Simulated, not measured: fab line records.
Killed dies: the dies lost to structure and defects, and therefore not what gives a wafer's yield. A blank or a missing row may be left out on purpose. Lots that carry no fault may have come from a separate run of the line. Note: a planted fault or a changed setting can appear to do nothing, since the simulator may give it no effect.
Comparing a struck lot with a sound one -- flow n5-finfet -- 41 out of 1938 route steps
Sound: wafers L504.1, L504.2, L504.5. Struck: wafer L519.5. (L519.2 of the same lot was not struck and is left out.) The cause comes at the end.
Per side, at each step with rows, come the tool, then ch with its chambers, and then its first start. Under that, the readings that differ: sound wafers -- struck wafers -- difference of the means -- sigmas: that difference in standard deviations of wafers without a fault.
alike: readings with means less than 2 such deviations apart, plus words and numbers identical on both sides. not compared: withheld readings, readings lacking a value on some wafer, bounds such as >300 that could conceal the same value, and numbers that have no deviation in the record and whose values overlap.
The two part at a step that has a row with sigmas, a row that says differs or no value, or rows on one side only. When numbers do not overlap yet have no deviation, they are printed without sigmas and do not part them. Lack of a reading on every wafer of one side parts them only where that side has two or more wafers.

first, 9 steps without rows for these wafers: N5_BEOL_M0_SAQP_COAT_82 (time 60 s, resist thk 30 nm); N5_BEOL_M0_SAQP_COAT_08 (resist thk 90 nm); N5_BEOL_M0_SAQP_EBR_10; N5_BEOL_M0_SAQP_SOFTBAKE_09 (time 60 s); N5_BEOL_M0_SAQP_EXPOSE_11 (exposes mask M0 CORE, target cd 42 nm); N5_BEOL_M0_SAQP_PEB_12 (peb time 60 s); N5_BEOL_M0_SAQP_DEVELOP_13 (develop time 30 s); N5_BEOL_M0_SAQP_DESCUM_19 (chemistry O2, time 7.9 s); N5_BEOL_M0_SAQP_ETCH_83 (etches SiARC in CF4, target depth 39 nm, time 65 s).
N5_BEOL_M0_SAQP_ETCH_84: etches SOC in N2/H2, target depth 100 nm, overetch 20 nm, time 150 s.
  sound on rie-diel-05 ch 0,2, day 6 09:59; struck on rie-diel-05 ch 3, day 10 08:34
reading,sound,struck,difference,sigmas
model.etch.depth-nm (nm),99.95 100.3 99.99,84.45,-15.63,
model.SiARC_of_BEOL_M0_SAQP_COAT_82.thk-nm (nm),24.4 24.4 24.4,25.8,+1.4,
  alike: drypump-motor-current-A, oes-product-au, rf-vpp-V, showerhead-plenum-p-Torr, throttle-valve-pct
  not compared: rf-hours-counter-h
then, 1 step without rows for these wafers: N5_BEOL_M0_SAQP_STRIP_80 (strips in N2/H2).
N5_BEOL_M0_SAQP_HM_OPEN_112: chemistry CHF3/O2, target SiO2, stops on a-Si, target depth 12 nm, time 13.5 s.
  sound on rie-diel-05 ch 0,2, day 6 10:06; struck on rie-diel-05 ch 3, day 10 08:40
reading,sound,struck,difference,sigmas
oes_o_777_au (a.u.),0.73 0.73 0.73,0.90,+0.17,+2
model.SiARC_of_BEOL_M0_SAQP_COAT_82.thk-nm (nm),4.8 5.4 5.4,6.2,+1.0,
  alike: drypump-motor-current-A, oes-product-au, rf-vpp-V, showerhead-plenum-p-Torr, throttle-valve-pct
  not compared: rf-hours-counter-h
then, 1 step without rows for these wafers: N5_BEOL_M0_SAQP_STRIP_113 (strips in CHF3/O2).
N5_BEOL_M0_SAQP_MANDREL_ETCH_20: etches a-Si in HBr/Cl2, stops on SiNx, target depth 60 nm, bt time 10 s, time 30 s.
  sound on rie-si-02 ch 0,1,2, day 6 10:11; struck on rie-si-02 ch 2, day 10 08:45
reading,sound,struck,difference,sigmas
oes-product-au (a.u.),0.763 0.763 0.756,0.431,-0.330,-30
throttle-valve-pct (%),35.67 35.07 35.32,36.37,+1.02,+3
  alike: HBr_flow_sccm, drypump-motor-current-A
  not compared: rf-hours-counter-h
then, 5 steps without rows for these wafers: N5_BEOL_M0_SAQP_STRIP_86 (strips in N2/H2); N5_BEOL_M0_SAQP_STRIP_115 (strips in post etch residue remover, time 60 s); N5_BEOL_M0_SAQP_SRD_93 (time 30 s); N5_BEOL_M0_SAQP_RECESS_114 (chemistry HF/NH3, target SiO2, target depth 14.4 nm, afs cycles 3, sublimation time 60 s); N5_BEOL_M0_SAQP_SPACER1_ALD_98 (deposits SiO2, target thk 12.8 nm, pulse time 1 s, purge time 2 s).
N5_BEOL_M0_SAQP_SPACER1_ETCHBACK_99: etches SiO2 in CHF3/O2, target depth 15.4 nm, time 7.7 s.
  sound on rie-diel-05 ch 2,3, day 6 11:29; struck on rie-diel-02 ch 2, day 10 09:53
reading,sound,struck,difference,sigmas
oes-product-au (a.u.),0.72 1.01 0.71,0.31,-0.50,-6
  alike: drypump-motor-current-A, oes_o_777_au, rf-vpp-V, showerhead-plenum-p-Torr, throttle-valve-pct
  not compared: rf-hours-counter-h
N5_BEOL_M0_SAQP_MANDREL1_REMOVE_100: chemistry HBr/Cl2/O2, target a-Si, stops on SiNx, bt time 10 s.
  sound on rie-si-05 ch 1,2, day 6 11:34; struck on rie-si-02 ch 2, day 10 09:59
reading,sound,struck,difference,sigmas
oes-product-au (a.u.),0.994 0.996 0.993,0.523,-0.471,-39
throttle-valve-pct (%),36.22 36.26 36.25,36.95,+0.71,+3
model.BEOL_M0_SAQP.cd-nm (nm),13 12.8 12.8,43.6,+30.7,
  alike: HBr_flow_sccm, drypump-motor-current-A, oes_o_777_au
  not compared: rf-hours-counter-h
N5_BEOL_M0_SAQP_CD_MEAS_25: the cd target is 13.1 nm.
  sound on cd-sem-02 ch 0, day 6 11:41; struck on cd-sem-02 ch 0, day 10 10:05
  not compared: cd-nm
then, 12 steps without rows for these wafers: N5_BEOL_M0_SAQP_ETCH_101 (etches SiNx in CH3F/O2, target depth 29.9 nm, time 42.7 s); N5_BEOL_M0_SAQP_ETCH_102 (etches SiO2 in CF4, target depth 4 nm, time 4.4 s); N5_BEOL_M0_SAQP_MANDREL_ETCH_103 (etches a-Si in HBr/Cl2, stops on SiCN, target depth 45 nm, bt time 10 s, time 27 s); N5_BEOL_M0_SAQP_RECESS_104 (chemistry HF/NH3, target SiO2, target depth 18 nm, afs cycles 3, sublimation time 60 s); N5_BEOL_M0_SAQP_COAT_105 (time 60 s, resist thk 100 nm); N5_BEOL_M0_SAQP_ETCH_106 (etches SOC in N2/H2, stops on SiNx, target depth 150 nm); N5_BEOL_M0_SAQP_ETCH_107 (etches SiNx in CH3F/O2, target depth 30 nm); N5_BEOL_M0_SAQP_STRIP_108 (strips in N2/H2); N5_BEOL_M0_SAQP_RECESS_109 (chemistry HF/NH3, target SiO2, target depth 3 nm, afs cycles 1, sublimation time 60 s); N5_BEOL_M0_SAQP_SPACER2_ALD_26 (deposits SiO2, target thk 15 nm, pulse time 1 s, purge time 2 s); N5_BEOL_M0_SAQP_SPACER2_ETCHBACK_27 (etches SiO2 in CHF3/O2, target depth 22.5 nm, time 11.25 s); N5_BEOL_M0_SAQP_MANDREL2_REMOVE_110 (chemistry HBr/Cl2/O2, target a-Si, stops on SiCN, bt time 10 s).
N5_BEOL_M0_SAQP_CD_MEAS_29: the cd target is 14.4 nm.
  sound on cd-sem-02 ch 0, day 6 13:41; struck on cd-sem-02 ch 0, day 10 12:50
  not compared: cd-nm
then, 4 steps without rows for these wafers: N5_BEOL_M0_SAQP_COAT_69 (time 60 s, resist thk 90 nm); N5_BEOL_M0_SAQP_COAT_72 (time 60 s, resist thk 15 nm); N5_BEOL_M0_SAQP_COAT_87 (time 60 s, resist thk 5 nm); N5_BEOL_M0_SAQP_COAT_34 (resist thk 30 nm).
N5_BEOL_M4_RC_MEAS_101:
  the record has rows for the sound wafers here (prober-01 ch 0, day 9 14:13) and none for the struck ones
-- here the record skips 8 days between the struck wafers' starts before and after, leaving off in module BEOL_M4 and picking up in module PASSIVATION (first step shown: number 1936 of the route) --
N5_PASSIVATION_PROBE_49:
  sound on prober-01 at day 14 06:22; struck on prober-02 at day 18 16:43
reading,sound,struck,difference,sigmas
defect-limited-yield (%),92.8 91.9 93.4,0,-93,-62
killed_at_M0_to_M3,29 29 35,1084,+1053,+99 or more
killed_at_M4_up,15 5 8,26,+17,+3
killed-dies,85 95 78,1180,+1094,+64
killed-on-rim,10 10 8,152,+143,+32
killed-short,24 35 23,56,+29,+4
sort_bin_5_function (%),4.3 4.9 3.6,95.5,+91.2,+97
sort-n-pass,1095 1085 1102,0,-1094,-64
sort-yield-pct (%),92.8 91.9 93.4,0,-93,-62
  alike: killed-at-contacts, killed-at-front-end, killed-at-other, killed-open, sort_bin_6_memory

== WHERE THEY PART ==
Last at N5_PASSIVATION_PROBE_49 as far as this record goes, first at N5_BEOL_M0_SAQP_HM_OPEN_112.

WHY: the cause the simulator had injected
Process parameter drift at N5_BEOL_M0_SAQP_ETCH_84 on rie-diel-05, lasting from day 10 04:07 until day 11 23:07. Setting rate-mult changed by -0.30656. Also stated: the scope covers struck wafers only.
